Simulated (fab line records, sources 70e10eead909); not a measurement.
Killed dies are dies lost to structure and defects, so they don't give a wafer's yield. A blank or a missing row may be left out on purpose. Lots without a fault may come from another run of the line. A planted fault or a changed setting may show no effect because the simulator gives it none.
Which tool did it? | flow nand_harc | 12 lots, 36 wafers sampled, at 6 steps of a route of 1302

WHAT THE GAUGES READ, wafer by wafer
NHARC_A_ONON_D2_THK_MEAS_27: measures by ellipsometry.
lot  | measured     | on            | thk_nm (nm)
L804 | day 13 06:00 | film_metro-02 | 989 989 989
L805 | day 14 01:34 | film_metro-02 | 1012 1014 1013
L808 | day 14 16:43 | film_metro-02 | 989 989 989
L807 | day 14 22:58 | film_metro-02 | 990 990 989
L816 | day 18 01:53 | film_metro-02 | 1011 1012 1012
L817 | day 19 00:55 | film_metro-02 | 1002 1001 1002
L818 | day 19 04:49 | film_metro-02 | 1006 1005 1006
L819 | day 19 21:10 | film_metro-01 | 1002 999 1002
L820 | day 19 21:11 | film_metro-02 | 1005 1008 1006
L821 | day 20 08:11 | film_metro-02 | 1003 1004 1004
L823 | day 21 17:33 | film_metro-01 | 994 996 994
L826 | day 22 15:07 | film_metro-01 | 986 987 985

NHARC_A_ONON_D2_THK_MEAS_34: measures by ellipsometry.
lot  | measured     | on            | thk_nm (nm)
L804 | day 13 07:02 | film_metro-01 | 198.9 199.7 199.4
L805 | day 14 02:37 | film_metro-01 | 194.2 198.5 197.9
L808 | day 14 17:53 | film_metro-01 | 200.1 199.0 200.1
L807 | day 15 00:09 | film_metro-02 | 204.0 199.9 204.4
L816 | day 18 02:58 | film_metro-01 | 195.9 196.5 200.8
L817 | day 19 01:56 | film_metro-01 | 197.5 196.4 201.6
L818 | day 19 05:50 | film_metro-02 | 197.2 204.4 201.8
L819 | day 19 22:12 | film_metro-02 | 198.0 201.0 199.8
L820 | day 19 22:14 | film_metro-02 | 196.5 201.1 200.7
L821 | day 20 09:14 | film_metro-01 | 198.2 201.3 201.8
L823 | day 21 18:35 | film_metro-02 | 199.0 200.2 203.2
L826 | day 22 16:10 | film_metro-01 | 201.1 201.3 201.9

NHARC_END_SORT_01.
lot  | measured     | on        | killed_at_array | killed_at_other | killed_at_periphery | killed_dies | killed_open | killed_short
L808 | day 26 19:24 | prober-02 | 94 111 113      | 3 3 2           | 1 2 3               | 98 116 118  | 2 3 4       | 0 4 4
L807 | day 27 06:40 | prober-01 | 131 127 126     | 4 0 1           | 1 0 4               | 136 127 131 | 1 4 1       | 3 0 2

WHICH TOOL RAN EACH LOT (tool, then ch and the chambers of the sampled wafers, then the start)
lot  | NHARC_A_CHANNEL_FILL_D1_ALD_03      | NHARC_A_DECK1_JOINT_CMP_13    | NHARC_A_CHANNEL_HOLE_D2_DESCUM_15
L804 | ald_sin_batch-03 ch 0, day 9 05:25  | cmp-02 ch 1,3, day 11 16:33   | rie_diel-08 ch 0,3, day 13 10:06
L805 | ald_sin_batch-01 ch 0, day 10 03:01 | cmp-04 ch 0,1, day 12 12:07   | rie_diel-08 ch 0,2,3, day 14 07:12
L808 | ald_sin_batch-01 ch 0, day 10 17:04 | cmp-02 ch 0,2,3, day 13 01:25 | rie_diel-03 ch 0,1,3, day 15 03:18
L807 | ald_sin_batch-01 ch 0, day 10 22:58 | cmp-03 ch 0,2,3, day 13 06:40 | rie_diel-08 ch 1,2,3, day 15 14:30
L816 | ald_sin_batch-03 ch 0, day 14 03:11 | cmp-02 ch 1,2,3, day 16 07:02 | rie_diel-08 ch 0,1,2, day 18 06:40
L817 | ald_sin_batch-02 ch 0, day 14 22:05 | cmp-02 ch 0,1,3, day 17 06:22 | rie_diel-10 ch 0,1,2, day 19 08:56
L818 | ald_sin_batch-02 ch 0, day 15 02:17 | cmp-04 ch 1,2, day 17 11:16   | rie_diel-03 ch 2,3, day 19 12:28
L819 | ald_sin_batch-02 ch 0, day 15 23:53 | cmp-02 ch 0,1,2, day 18 10:14 | rie_diel-08 ch 2,3, day 20 03:42
L820 | ald_sin_batch-02 ch 0, day 16 04:05 | cmp-03 ch 0,1,2, day 18 10:13 | rie_diel-10 ch 0,3, day 20 04:13
L821 | ald_sin_batch-02 ch 0, day 16 04:05 | cmp-03 ch 1,2,3, day 18 14:03 | rie_diel-10 ch 0,2, day 20 12:28
L823 | ald_sin_batch-02 ch 0, day 17 19:31 | cmp-04 ch 0,2,3, day 20 03:43 | rie_diel-08 ch 0,2,3, day 21 22:53
L826 | ald_sin_batch-01 ch 0, day 18 21:31 | cmp-03 ch 2,3, day 21 04:10   | rie_diel-03 ch 0,1, day 22 19:58
- NHARC_A_CHANNEL_FILL_D1_ALD_03: deposits SiNx, target thk 6 nm, pulse time 60 s, ald cycles 58.
- NHARC_A_DECK1_JOINT_CMP_13: polishes, target thk 51.023 nm.
- NHARC_A_CHANNEL_HOLE_D2_DESCUM_15: chemistry O2, time 3 s.

WHAT THE TOOLS THEMSELVES READ (means of the sampled wafers that have a number; where no wafer has one, the mark that the record gives instead)
NHARC_A_CHANNEL_FILL_D1_ALD_03.
lot  | tool             | precursor_pulse_height_rel
L804 | ald_sin_batch-03 | 1.010
L805 | ald_sin_batch-01 | 0.989
L808 | ald_sin_batch-01 | 1.002
L807 | ald_sin_batch-01 | 1.017
L816 | ald_sin_batch-03 | 1.005
L817 | ald_sin_batch-02 | 0.989
L818 | ald_sin_batch-02 | 1.004
L819 | ald_sin_batch-02 | 1.015
L820 | ald_sin_batch-02 | 0.984
L821 | ald_sin_batch-02 | 1.009
L823 | ald_sin_batch-02 | 1.008
L826 | ald_sin_batch-01 | 1.005

NHARC_A_DECK1_JOINT_CMP_13.
lot  | tool   | motor_current_A (A) | time_to_endpoint_s (s)
L804 | cmp-02 | 12.5                | 12.2
L805 | cmp-04 | 10.8                | 7.3
L808 | cmp-02 | 11.7                | 9.6
L807 | cmp-03 | 11.9                | 8.7
L816 | cmp-02 | 12.5                | 12.7
L817 | cmp-02 | 12.6                | 9.2
L818 | cmp-04 | 12.0                | 10.6
L819 | cmp-02 | 12.2                | 10.1
L820 | cmp-03 | 11.6                | 10.3
L821 | cmp-03 | 12.6                | 8.4
L823 | cmp-04 | 11.8                | 12.2
L826 | cmp-03 | 13.1                | 8.3

NHARC_A_CHANNEL_HOLE_D2_DESCUM_15.
lot  | tool        | drypump_motor_current_A (A) | o2_flow_sccm (sccm) | oes_product_au (a.u.) | rf_vpp_V (V) | showerhead_plenum_p_Torr (Torr) | throttle_valve_pct (%)
L804 | rie_diel-08 | 5.2                         | 200.8               | 1.003                 | 56.9         | 1.89                            | 11.314
L805 | rie_diel-08 | 5.7                         | 200.0               | 0.999                 | 58.0         | 1.95                            | 11.307
L808 | rie_diel-03 | 5.9                         | 200.2               | 1.001                 | 57.9         | 1.92                            | 11.307
L807 | rie_diel-08 | 5.8                         | 200.5               | 0.998                 | 57.9         | 1.90                            | 11.312
L816 | rie_diel-08 | 6.0                         | 200.2               | 1.014                 | 57.7         | 1.95                            | 11.310
L817 | rie_diel-10 | 5.8                         | 200.1               | 1.006                 | 58.6         | 1.96                            | 11.314
L818 | rie_diel-03 | 5.3                         | 199.5               | 0.986                 | 58.5         | 1.91                            | 11.319
L819 | rie_diel-08 | 5.4                         | 200.0               | 0.997                 | 57.6         | 1.90                            | 11.313
L820 | rie_diel-10 | 5.7                         | 200.5               | 0.995                 | 57.6         | 1.93                            | 11.305
L821 | rie_diel-10 | 5.9                         | 200.6               | 1.002                 | 58.6         | 1.98                            | 11.314
L823 | rie_diel-08 | 5.7                         | 199.8               | 0.996                 | 59.2         | 1.95                            | 11.308
L826 | rie_diel-03 | 5.6                         | 200.4               | 0.998                 | 56.9         | 1.97                            | 11.310

THE ANSWER, worked out from the rows above alone
Rule: what is usual is taken from the lots themselves. Put in order of their means at a reading, lots are off if they are a third of the lots or fewer, leave a main group of 4 or more, and stand apart from it by a gap of 3 or more times the standard deviation of the main group's means; of several such gaps the widest counts. A main group whose means are all the same, to the digits that the tables above print for the reading, isn't used. A lot without any number at a reading at which 4 lots or more have one is off too. The other lots that the step has rows for count as sound. The gauges are gone through in route order, then the tools' own readings, and for those a lot's mean is taken as printed above. The first step at which some lot is off is used, and at that step the reading that is off furthest; a lot without a number counts as furthest.
No lot is off at any reading shown: from this, nothing can be told.

WHAT THE SIMULATOR HAD PUT IN
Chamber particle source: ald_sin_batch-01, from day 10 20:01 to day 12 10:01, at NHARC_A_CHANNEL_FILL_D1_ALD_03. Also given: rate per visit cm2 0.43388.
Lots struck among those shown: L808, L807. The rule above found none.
